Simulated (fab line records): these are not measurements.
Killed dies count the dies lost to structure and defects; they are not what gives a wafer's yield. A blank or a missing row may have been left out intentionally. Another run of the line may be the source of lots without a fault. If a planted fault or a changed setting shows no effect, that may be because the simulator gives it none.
fab line records    flow nand_harc
record: lots: 6  wafers: 18  last_day: 33
route steps=1302 shown A_STAIRCASE@642 END@1302
lots with no fault: from the same line, run without faults
start_h: hours from the record's first day to the start of the lot's first wafer shown    wait_h: hours since the lot's step before    " same as the row above    L1.1+2: a row that stands for several wafers    - no value, or no start given    * or withheld: withheld    < > ~ a bound
route shown NAME@n: names a module that has steps shown in the file, with the first one's number in the route    usual: mean/standard deviation taken from wafers without a fault    same: alike in all rows    chamber/n: place in a boat    sites: each site's reading    _std_site: their standard deviation    _edge_site: inner sites' mean taken away from outer sites' mean    radius_mm: how far each site lies from the wafer's centre    mask NAME#n: copy n    behind: the most recent tool/chamber to have shaped the wafer    hold: reason for holding the lot/hours on hold/outcome of the hold    device: which transistor (n, p or np) failed to switch    end of line: the same wafers' tests at the end of the route    for a step that has no rows: nothing shown but its recipe    killed: not the wafer's yield, but the dies lost to structure and defects at the first sort    map: a wafer's dies, marking killed ones x, the rest . and places with no die _
set.NAME: setting as actually run; set.NAME@STEP: the setting as run at that earlier step    model.NAME: the simulator's own value behind a step, which no gauge read
certain route steps with their lots: each step a table, each wafer a row
services: a tool's chamber out of use, with start hour (start_h, from the record's first day; less than 0 if before it), hours out, and reason
== steps ==
step: NHARC_A_STAIRCASE_COAT_160
recipe: spin_rpm: 1200
step: NHARC_A_STAIRCASE_SOFTBAKE_161
recipe: temp_c: 135  time_s: 170
step: NHARC_A_STAIRCASE_EBR_162
step: NHARC_A_STAIRCASE_EXPOSE_163
recipe: na: 0.5  dose_mj: 20.01  mask_id: STAIR_OPEN
step: NHARC_A_STAIRCASE_PEB_164
recipe: peb_temp_c: 115  peb_time_s: 130
step: NHARC_A_STAIRCASE_DEVELOP_165
recipe: time_s: 140
step: NHARC_A_STAIRCASE_HARDBAKE_167
recipe: temp_c: 120  time_s: 140
step: NHARC_A_STAIRCASE_DESCUM_168
recipe: time_s: 3  o2_flow_sccm: 200  ar_flow_sccm: 0  bias_power_w: 0  chemistry: O2
step: NHARC_A_STAIRCASE_ETCH_169
recipe: target_depth_a: 500  time_s: 107.1  ion_energy_ev: 120  ch3f_flow_sccm: 50  o2_flow_sccm: 30  ar_flow_sccm: 200  rf_w: 500  bias_w: 100  chemistry: CH3F/O2
usual: chamber_pressure_mTorr: 25.001/0.029  drypump_motor_current_A: 5.8/0.47  mfc_ar_sccm: 200.0/0.62  oes_product_au: 0.962/0.017  rf_vpp_V: 244.1/2  showerhead_plenum_p_Torr: 2.44/0.13  throttle_valve_pct: 20.663/0.009
same: time_s: 107.1
lot.wafer  tool         chamber  start_h  wait_h  chamber_pressure_mTorr  drypump_motor_current_A  mfc_ar_sccm  oes_product_au  rf_hours_counter_h  rf_vpp_V  showerhead_plenum_p_Torr  throttle_valve_pct
L335.3     rie_diel-08  1        362.63   0.1     25.009                  5.7                      200.4        0.989           58                  241.5     2.30                      20.661
L335.1     "            2        "        "       24.990                  6.3                      200.6        0.975           62                  245.2     2.46                      20.667
L335.2     "            3        "        "       25.000                  5.9                      199.8        0.965           48                  242.9     2.33                      20.655
L346.4     rie_diel-12  0        473.73   0.1     24.959                  5.7                      200.7        0.982           9                   246.6     2.54                      20.647
L346.1     "            1        "        "       24.993                  5.4                      200.2        0.953           7                   247.0     2.63                      20.664
L346.2     "            2        "        "       25.023                  6.3                      199.7        0.950           5                   242.7     2.33                      20.660
L347.2     rie_diel-11  3        492.91   0.1     24.993                  5.4                      200.3        0.932           17                  241.6     2.31                      20.665
L347.4     "            0        "        "       24.995                  5.5                      199.4        0.924           15                  243.0     2.41                      20.666
L347.3     "            1        "        "       24.994                  5.5                      200.6        0.936           17                  246.2     2.52                      20.666
L355.2     rie_diel-11  3        564.59   0.1     24.996                  5.4                      199.6        0.976           44                  243.1     2.30                      20.667
L355.6     "            3        "        "       25.019                  5.4                      200.7        0.986           -                   241.8     2.30                      20.665
L355.5     "            0        "        "       25.009                  5.5                      198.7        0.967           -                   244.4     2.40                      20.667
L357.2     rie_diel-08  1        577.11   0.1     25.010                  5.7                      199.5        0.980           3                   245.9     2.66                      20.662
L357.5     "            1        "        "       25.007                  5.7                      200.2        0.990           -                   248.6     2.66                      20.665
L357.6     "            2        "        "       25.042                  6.3                      200.3        0.950           -                   243.7     2.44                      20.670
L356.3     rie_diel-11  3        577.27   0.1     24.950                  5.4                      200.1        0.970           47                  241.7     2.30                      20.661
L356.1     "            2        "        "       24.983                  6.4                      200.6        0.984           47                  246.8     2.64                      20.643
L356.5     "            3        "        "       25.020                  5.4                      199.5        0.980           -                   241.0     2.30                      20.667
step: NHARC_A_STAIRCASE_ETCH_170
recipe: target_depth_a: 2000  time_s: 66.667  ion_energy_ev: 250  c4f6_flow_sccm: 25  o2_flow_sccm: 20  ar_flow_sccm: 500  rf_w: 600  bias_w: 500  chemistry: C4F6/O2
step: NHARC_A_STAIRCASE_STRIP_171
recipe: power_w: 1500  temp_c: 250  chemistry: O2
step: NHARC_A_STAIRCASE_STRIP_172
recipe: time_s: 900  temp_c: 130  chemistry: SPM
usual: temp_c: 130.00/0.14
same: time_s: 900
lot.wafer  tool          chamber  start_h  wait_h  temp_c
L335.1     wet_bench-01  2        363.22   0.3     130.12
L335.3     "             3        "        "       130.03
L335.2     "             5        "        "       130.04
L346.2     wet_bench-06  1        474.30   0.3     130.01
L346.1     "             2        "        "       130.07
L346.4     "             5        "        "       130.10
L347.3     wet_bench-06  2        493.49   0.2     130.26
L347.2     "             3        "        "       130.03
L347.4     "             5        "        "       129.85
L355.6     wet_bench-02  3        565.18   0.1     129.91
L355.2     "             7        "        "       129.93
L355.5     "             0        "        "       129.55
L357.6     wet_bench-06  7        577.69   0.1     129.98
L357.5     "             1        "        "       129.98
L357.2     "             2        "        "       130.22
L356.3     wet_bench-02  3        577.97   0.2     130.19
L356.1     "             5        "        "       129.98
L356.5     "             0        "        "       130.01
step: NHARC_A_STAIRCASE_PRECLEAN_173
recipe: time_s: *  temp_c: 50  bath_age_min: 0  chemistry: SC1
step: NHARC_A_STAIRCASE_SRD_174
step: NHARC_A_STAIRCASE_DEHYDRATE_01
recipe: temp_c: 150  time_s: 120
step: NHARC_A_STAIRCASE_HMDS_02
recipe: time_s: 30
step: NHARC_A_STAIRCASE_COAT_03
recipe: spin_rpm: 1200
step: NHARC_A_STAIRCASE_SOFTBAKE_04
recipe: temp_c: 135  time_s: 170
step: NHARC_A_STAIRCASE_EBR_05
step: NHARC_A_STAIRCASE_EXPOSE_06
recipe: na: 0.5  dose_mj: 25.43  mask_id: STAIR
step: NHARC_A_STAIRCASE_PEB_07
recipe: peb_temp_c: 115  peb_time_s: 130
step: NHARC_A_STAIRCASE_DEVELOP_08
recipe: time_s: 140
step: NHARC_A_STAIRCASE_HARDBAKE_10
recipe: temp_c: 120  time_s: 140
step: NHARC_A_STAIRCASE_DESCUM_11
recipe: time_s: 3  o2_flow_sccm: 200  ar_flow_sccm: 0  bias_power_w: 0  chemistry: O2
step: NHARC_A_STAIRCASE_TRIM_12
recipe: time_s: 211.2  o2_flow_sccm: 500  ar_flow_sccm: 0  bias_w: 0  chemistry: O2
step: NHARC_A_STAIRCASE_ETCH_13
recipe: target_depth_a: 1000  time_s: 40.5  ion_energy_ev: 400  c4f8_flow_sccm: 20  o2_flow_sccm: 10  ar_flow_sccm: withheld  rf_w: 600  bias_w: 1000  chemistry: C4F8/O2
step: NHARC_A_STAIRCASE_TRIM_14
recipe: time_s: 211.2  o2_flow_sccm: 500  ar_flow_sccm: 0  bias_w: 0  chemistry: O2
usual: chamber_pressure_mTorr: 59.99/0.05  drypump_motor_current_A: 5.8/0.48  mfc_ar_sccm: 0.015/0.015  oes_product_au: 1.000/0.0074  rf_vpp_V: 57.9/1  showerhead_plenum_p_Torr: 3.53/0.18  throttle_valve_pct: 17.038/0.008
same: time_s: 211.2
lot.wafer  tool         chamber  start_h  wait_h  chamber_pressure_mTorr  drypump_motor_current_A  mfc_ar_sccm  oes_product_au  rf_hours_counter_h  rf_vpp_V  showerhead_plenum_p_Torr  throttle_valve_pct
L335.1     rie_diel-08  2        -        -       59.98                   6.3                      0.021        0.995           64                  58.2      3.53                      17.034
L335.3     "            0        "        "       59.98                   4.9                      0            0.989           50                  58.6      3.78                      17.028
L335.2     "            1        "        "       59.96                   5.8                      0            0.983           61                  56.3      3.31                      17.038
L346.4     rie_diel-08  0        -        -       60.07                   4.8                      0            1.011           34                  58.5      3.76                      17.029
L346.1     "            2        "        "       60.00                   6.3                      0.021        1.002           32                  55.8      3.51                      17.033
L346.2     "            3        "        "       59.99                   5.9                      0.040        1.002           31                  57.8      3.33                      17.049
L347.2     rie_diel-12  3        -        -       59.96                   6.2                      0            0.996           11                  59.7      3.44                      17.045
L347.3     "            0        "        "       60.02                   5.7                      0.030        1.002           13                  59.4      3.64                      17.040
L347.4     "            2        "        "       59.99                   6.3                      0            0.990           9                   57.1      3.35                      17.029
L355.2     rie_diel-08  2        -        -       59.98                   6.3                      0.021        0.995           1                   59.6      3.50                      17.023
L355.6     "            1        "        "       59.96                   5.7                      0            1.006           -                   58.9      3.81                      17.037
L355.5     "            2        "        "       60.06                   6.3                      0.021        1.003           -                   57.8      3.50                      17.048
L357.2     rie_diel-08  3        -        -       60.05                   5.9                      0.040        1.003           4                   58.0      3.32                      17.048
L357.6     "            0        "        "       59.88                   4.9                      0            1.008           -                   59.0      3.74                      17.035
L357.5     "            1        "        "       60.02                   5.7                      0            1.004           -                   56.3      3.81                      17.035
L356.3     rie_diel-08  2        -        -       60.03                   6.3                      0.021        0.985           5                   57.0      3.50                      17.032
L356.1     "            0        "        "       59.99                   4.9                      0            1.006           4                   58.8      3.74                      17.044
L356.5     "            3        "        "       60.09                   5.9                      0.040        0.999           -                   57.7      3.32                      17.045
step: NHARC_A_STAIRCASE_ETCH_15
recipe: target_depth_a: 1000  time_s: 40.5  ion_energy_ev: 400  c4f8_flow_sccm: 20  o2_flow_sccm: 10  ar_flow_sccm: withheld  rf_w: 600  bias_w: 1000  chemistry: C4F8/O2
step: NHARC_A_STAIRCASE_TRIM_16
recipe: time_s: 211.2  o2_flow_sccm: 500  ar_flow_sccm: 0  bias_w: 0  chemistry: O2
step: NHARC_A_STAIRCASE_ETCH_17
recipe: target_depth_a: 1000  time_s: 40.5  ion_energy_ev: 400  c4f8_flow_sccm: 20  o2_flow_sccm: 10  ar_flow_sccm: withheld  rf_w: 600  bias_w: 1000  chemistry: C4F8/O2
usual: chamber_pressure_mTorr: 24.999/0.023  oes_product_au: 0.943/0.0084  rf_vpp_V: 896/6.4
same: time_s: 40.5
lot.wafer  tool         chamber  start_h  wait_h  chamber_pressure_mTorr  oes_product_au  rf_hours_counter_h  rf_vpp_V
L335.1     rie_diel-08  2        -        -       25.004                  0.953           64                  897
L335.2     "            3        "        "       25.012                  0.945           50                  890
L335.3     "            0        "        "       25.019                  0.946           50                  905
L346.2     rie_diel-08  3        -        -       25.014                  0.946           31                  887
L346.1     "            0        "        "       24.979                  0.942           34                  904
L346.4     "            2        "        "       25.027                  0.945           32                  895
L347.3     rie_diel-12  3        -        -       25.018                  0.954           12                  893
L347.2     "            0        "        "       25.013                  0.940           13                  901
L347.4     "            2        "        "       24.988                  0.953           -                   891
L355.2     rie_diel-08  0        -        -       24.976                  0.952           1                   904
L355.6     "            2        "        "       25.013                  0.949           -                   895
L355.5     "            3        "        "       25.049                  0.949           -                   887
L357.2     rie_diel-08  3        -        -       25.001                  0.937           5                   889
L357.5     "            3        "        "       25.013                  0.946           -                   889
L357.6     "            0        "        "       24.987                  0.948           -                   903
L356.1     rie_diel-08  0        -        -       24.937                  0.938           4                   903
L356.3     "            3        "        "       24.975                  0.950           5                   889
L356.5     "            1        "        "       24.981                  0.941           -                   906
step: NHARC_A_STAIRCASE_TRIM_18
recipe: time_s: 211.2  o2_flow_sccm: 500  ar_flow_sccm: 0  bias_w: 0  chemistry: O2
step: NHARC_A_STAIRCASE_ETCH_19
recipe: target_depth_a: 1000  time_s: 40.5  ion_energy_ev: 400  c4f8_flow_sccm: 20  o2_flow_sccm: 10  ar_flow_sccm: withheld  rf_w: 600  bias_w: 1000  chemistry: C4F8/O2
step: NHARC_A_STAIRCASE_TRIM_20
recipe: time_s: 211.2  o2_flow_sccm: 500  ar_flow_sccm: 0  bias_w: 0  chemistry: O2
usual: chamber_pressure_mTorr: 60.00/0.054  drypump_motor_current_A: 5.8/0.46  mfc_ar_sccm: 0.014/0.015  oes_product_au: 0.999/0.0072  rf_vpp_V: 57.9/0.87  showerhead_plenum_p_Torr: 3.52/0.18  throttle_valve_pct: 17.036/0.0093
same: time_s: 211.2
lot.wafer  tool         chamber  start_h  wait_h  chamber_pressure_mTorr  drypump_motor_current_A  mfc_ar_sccm  oes_product_au  rf_hours_counter_h  rf_vpp_V  showerhead_plenum_p_Torr  throttle_valve_pct
L335.3     rie_diel-08  2        366.81   0.1     60.00                   6.3                      0.021        0.990           64                  57.6      3.53                      17.030
L335.2     "            3        "        "       60.07                   5.9                      0.040        0.995           50                  58.2      3.35                      17.034
L335.1     "            0        "        "       59.91                   4.9                      0            1.000           50                  58.0      3.78                      17.044
L346.4     rie_diel-08  3        476.54   0.1     60.03                   5.8                      0.040        1.009           32                  58.1      3.33                      17.043
L346.1     "            0        "        "       60.00                   4.9                      0            1.004           34                  58.3      3.76                      17.032
L346.2     "            1        "        "       59.99                   5.7                      0            1.002           34                  57.2      3.29                      17.055
L347.3     rie_diel-08  0        495.87   0.1     59.96                   4.9                      0            1.009           36                  58.3      3.76                      17.014
L347.2     "            1        "        "       60.07                   5.7                      0            1.003           37                  58.2      3.29                      17.031
L347.4     "            2        "        "       60.00                   6.3                      0.021        1.009           35                  57.3      3.51                      17.040
L355.2     rie_diel-11  3        567.47   0.1     60.01                   5.4                      0.015        0.996           44                  56.3      3.31                      17.029
L355.5     "            2        "        "       60.01                   6.4                      0.011        1.006           -                   58.1      3.78                      17.038
L355.6     "            3        "        "       60.02                   5.4                      0.015        1.005           -                   57.1      3.31                      17.036
L357.2     rie_diel-12  2        580.13   0.1     59.89                   6.3                      0            0.994           38                  58.5      3.33                      17.041
L357.5     "            3        "        "       60.04                   6.2                      0            1.001           -                   59.1      3.43                      17.032
L357.6     "            0        "        "       59.99                   5.7                      0.030        1.009           -                   57.7      3.62                      17.042
L356.3     rie_diel-11  3        580.39   0.1     60.04                   5.4                      0.015        1.003           48                  56.2      3.31                      17.029
L356.1     "            0        "        "       60.01                   5.6                      0            1.008           45                  56.6      3.45                      17.039
L356.5     "            2        "        "       60.01                   6.4                      0.011        1.009           -                   57.6      3.78                      17.029
step: NHARC_A_STAIRCASE_ETCH_21
recipe: target_depth_a: 1000  time_s: 40.5  ion_energy_ev: 400  c4f8_flow_sccm: 20  o2_flow_sccm: 10  ar_flow_sccm: withheld  rf_w: 600  bias_w: 1000  chemistry: C4F8/O2
step: NHARC_A_STAIRCASE_TRIM_22
recipe: time_s: 211.2  o2_flow_sccm: 500  ar_flow_sccm: 0  bias_w: 0  chemistry: O2
step: NHARC_A_STAIRCASE_ETCH_23
recipe: target_depth_a: 1000  time_s: 40.5  ion_energy_ev: 400  c4f8_flow_sccm: 20  o2_flow_sccm: 10  ar_flow_sccm: withheld  rf_w: 600  bias_w: 1000  chemistry: C4F8/O2
usual: chamber_pressure_mTorr: 25.002/0.024  oes_product_au: 0.947/0.012  rf_vpp_V: 895/6.5
same: time_s: 40.5
lot.wafer  tool         chamber  start_h  wait_h  chamber_pressure_mTorr  oes_product_au  rf_hours_counter_h  rf_vpp_V
L335.3     rie_diel-08  3        -        -       25.009                  0.924           51                  890
L335.1     "            0        "        "       25.008                  0.935           51                  906
L335.2     "            1        "        "       24.948                  0.936           61                  887
L346.2     rie_diel-08  2        -        -       25.008                  0.947           32                  895
L346.4     "            3        "        "       25.014                  0.958           32                  889
L346.1     "            0        "        "       25.010                  0.951           34                  905
L347.3     rie_diel-08  1        -        -       25.012                  0.955           37                  887
L347.2     "            2        "        "       25.013                  0.970           35                  894
L347.4     "            0        "        "       25.001                  0.966           36                  905
L355.2     rie_diel-11  0        -        -       24.965                  0.929           41                  894
L355.5     "            3        "        "       25.010                  0.938           -                   887
L355.6     "            0        "        "       25.025                  0.930           -                   894
L356.1     rie_diel-11  1        -        -       24.985                  0.978           48                  899
L356.3     "            2        "        "       25.033                  0.953           48                  907
L356.5     "            3        "        "       24.997                  0.938           -                   886
L357.2     rie_diel-12  3        -        -       25.000                  0.925           39                  894
L357.5     "            0        "        "       24.982                  0.945           -                   899
L357.6     "            1        "        "       25.002                  0.938           -                   903
step: NHARC_A_STAIRCASE_TRIM_24
recipe: time_s: 211.2  o2_flow_sccm: 500  ar_flow_sccm: 0  bias_w: 0  chemistry: O2
step: NHARC_A_STAIRCASE_ETCH_25
recipe: target_depth_a: 1000  time_s: 40.5  ion_energy_ev: 400  c4f8_flow_sccm: 20  o2_flow_sccm: 10  ar_flow_sccm: withheld  rf_w: 600  bias_w: 1000  chemistry: C4F8/O2
step: NHARC_A_STAIRCASE_TRIM_26
recipe: time_s: 211.2  o2_flow_sccm: 500  ar_flow_sccm: 0  bias_w: 0  chemistry: O2
step: NHARC_END_SORT_01
recipe: temp_c: 25
usual: killed_at_array: 55/17  killed_at_other: 1.1/1.4  killed_at_periphery: 3.9/3  killed_dies: 59/17  killed_open: 3.5/2  killed_short: 2.6/1.6
same: gross_dies: 677
lot.wafer  tool       chamber  start_h  wait_h  killed_at_array  killed_at_other  killed_at_periphery  killed_dies  killed_open  killed_short
L346.1     prober-02  0        682.16   2.5     114              1                2                    117          2            3
L346.2     prober-02  0        682.96   2.8     143              0                1                    144          2            5
L346.4     prober-02  0        684.57   3.4     98               0                4                    102          6            3
L347.2     prober-01  0        705.64   2.8     98               0                1                    99           2            0
L347.3     prober-01  0        706.43   3.1     96               1                3                    100          5            1
L347.4     prober-01  0        707.22   3.4     122              2                0                    124          1            7
killed by level:class
L346.1 A_SLIT:chamber_film_flake=37 A_STAIRCASE:unspecified=36 A_CHANNEL_HOLE_D2:chamber_film_flake=17 A_CHANNEL_HOLE_D1:chamber_film_flake=11 A_CONTACT:chamber_film_flake=2 P_M1:chamber_film_flake=2 A_CHANNEL_FILL_D2:chamber_film_flake=2 A_WL_FILL:chamber_film_flake=2
L346.2 A_STAIRCASE:unspecified=69 A_SLIT:chamber_film_flake=33 A_CHANNEL_HOLE_D2:chamber_film_flake=16 A_CONTACT:chamber_film_flake=9 A_CHANNEL_HOLE_D1:chamber_film_flake=5 A_CHANNEL_FILL_D1:geometric_particle:open=2 A_CHANNEL_FILL_D2:chamber_film_flake=2 A_BONDPAD:chamber_film_flake=2
L346.4 A_STAIRCASE:unspecified=52 A_SLIT:chamber_film_flake=21 A_CHANNEL_HOLE_D2:chamber_film_flake=10 A_CONTACT:chamber_film_flake=4 A_ONON_D1:geometric_particle:open=2 A_ONON_D1:geometric_particle:short=2 P_CONTACT:geometric_particle:open=1 P_M1:geometric_particle:open=1
L347.2 A_STAIRCASE:unspecified=62 A_SLIT:chamber_film_flake=14 A_CHANNEL_HOLE_D1:chamber_film_flake=10 A_CHANNEL_HOLE_D2:chamber_film_flake=6 A_CONTACT:chamber_film_flake=3 A_CHANNEL_FILL_D1:geometric_particle:open=2 P_GATE:chamber_film_flake=1 A_WL_FILL:chamber_film_flake=1
L347.3 A_STAIRCASE:unspecified=43 A_SLIT:chamber_film_flake=22 A_CHANNEL_HOLE_D2:chamber_film_flake=15 A_CHANNEL_HOLE_D1:chamber_film_flake=6 A_M0:geometric_particle:open=2 P_CONTACT:geometric_particle:open=1 A_SOURCE_PLATE:geometric_particle:open=1 A_ONON_D2:geometric_particle:short=1
L347.4 A_STAIRCASE:unspecified=66 A_SLIT:chamber_film_flake=29 A_CHANNEL_HOLE_D2:chamber_film_flake=12 A_CHANNEL_HOLE_D1:chamber_film_flake=4 A_ONON_D2:geometric_particle:short=3 A_CHANNEL_FILL_D1:chamber_film_flake=2 A_CONTACT:chamber_film_flake=2 A_SOURCE_PLATE:geometric_particle:short=1
map L346.2 (x killed, . not)
____________.____________
_________......._________
_______..........._______
______.............______
_____.............x._____
____.................____
____...........x.....____
___............x......___
___...................___
__....x.xx.x........x.x__
__......xxxx..........x__
_.....x.xxxx.......x...x_
_......xxxxxx..........._
_......xxxxxx........xx._
_.x..xxxxxxxx..........._
_.xxx.xxxxxxxx........xx_
..xxxxxxxxxxxxx......x...
..xxx.xxxxxx.x...........
..xxxx.xxxxx.............
.xx..x...xxxx...x........
...x....xxxx..x...xx..x..
_x........x.....xxx....._
_..............x.xxxxx.._
_...............xxx....x_
_.............x.xxxx...._
_................xxxx..._
__..............xx.xx.x__
__.............xxx.....__
___..........x........___
___................x..___
____.................____
____.........x......x____
_____.......x......._____
______.............______
_______..........._______
_________......._________
____________.____________
map L347.4 (x killed, . not)
____________.____________
_________......._________
_______..........._______
______.............______
_____..............x_____
____...x.............____
____x................____
___x..................___
___...................___
__.....................__
__.....................__
_.........x............._
_......................._
_......................._
_......................._
_xxx...................._
..xx.x.x...........x.....
..xxxx...................
xxxxxx.x........x........
xxxxxxxx.......xxxx......
xxxxxxx.....x..xx........
_xxxxxxx........xxx....._
_xxxxxx.......x.xxxxxx.._
_xxxxx..x......xxxxxx..._
_xxxxx.........xxxxx...._
_xxxxxx........xxxxx...._
__xxxx..........xxxxx..__
__x.x...........xx.xx..__
___............xxx....___
___.................x.___
____............x....____
____..............x..____
_____..............._____
______.............______
_______..........._______
_________......._________
____________.____________
== services ==
tool          chamber  start_h  hours  kind
rie_diel-08   0        349.62   -      clean
rie_diel-08   1        349.62   -      clean
rie_diel-08   2        349.62   -      clean
rie_diel-08   3        349.62   -      clean
wet_bench-06  -        369.60   8.0    pm
rie_diel-08   -        370.64   9.0    pm
rie_diel-08   0        370.64   9.0    vent_cycle
rie_diel-08   1        370.64   9.0    vent_cycle
rie_diel-08   2        370.64   9.0    vent_cycle
rie_diel-08   3        370.64   9.0    vent_cycle
rie_diel-08   1        406.95   5.1    repair
wet_bench-02  -        420.00   8.0    pm
rie_diel-11   -        434.40   9.0    pm
rie_diel-12   -        449.15   9.0    pm
wet_bench-01  -        453.61   8.0    pm
rie_diel-11   -        463.21   0.6    repair
wet_bench-02  -        467.90   2.8    repair
rie_diel-12   -        471.86   0.6    repair
rie_diel-11   2        480.29   8.2    repair
rie_diel-12   1        495.04   11.0   repair
rie_diel-08   1        498.58   30.5   repair
wet_bench-06  -        545.60   8.0    pm
rie_diel-08   -        547.64   9.0    pm
wet_bench-01  -        561.34   0.5    repair
== key ==
first_sign: step: NHARC_END_SORT_01  reading: killed_at_array  direction: up  sigmas: 3.4  usual: 55  struck: 112  wafers_moved: 5
effect: step: NHARC_END_SORT_01  reading: killed_dies  direction: up  sigmas: 3.2  usual: 59  struck: 114  wafers_moved: 5
more_kills_born_at: NHARC_A_STAIRCASE_STRIP_172@wet_bench-06: 328
met_at NHARC_A_STAIRCASE_STRIP_172
struck_wafers L346.1,L346.2,L346.4,L347.2,L347.3,L347.4
tester_left_out L346,L347
also_fits NHARC_A_STAIRCASE_TRIM_20:rie_diel-08,NHARC_A_STAIRCASE_ETCH_23:rie_diel-08
fault: kind: chamber_particle_source  tool: wet_bench-06  chamber: -  onset_h: 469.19  steps: NHARC_A_STAIRCASE_STRIP_172  rate_per_visit_cm2: 0.42888  end_h: 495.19
tester_left_out: of these lots the tester's yield and bins aren't shown, on N5 and GAA mostly nor the transistor test; their killed dies are dies lost to structure and defects alone, not to doping, threshold or leakage, so they don't give the yield
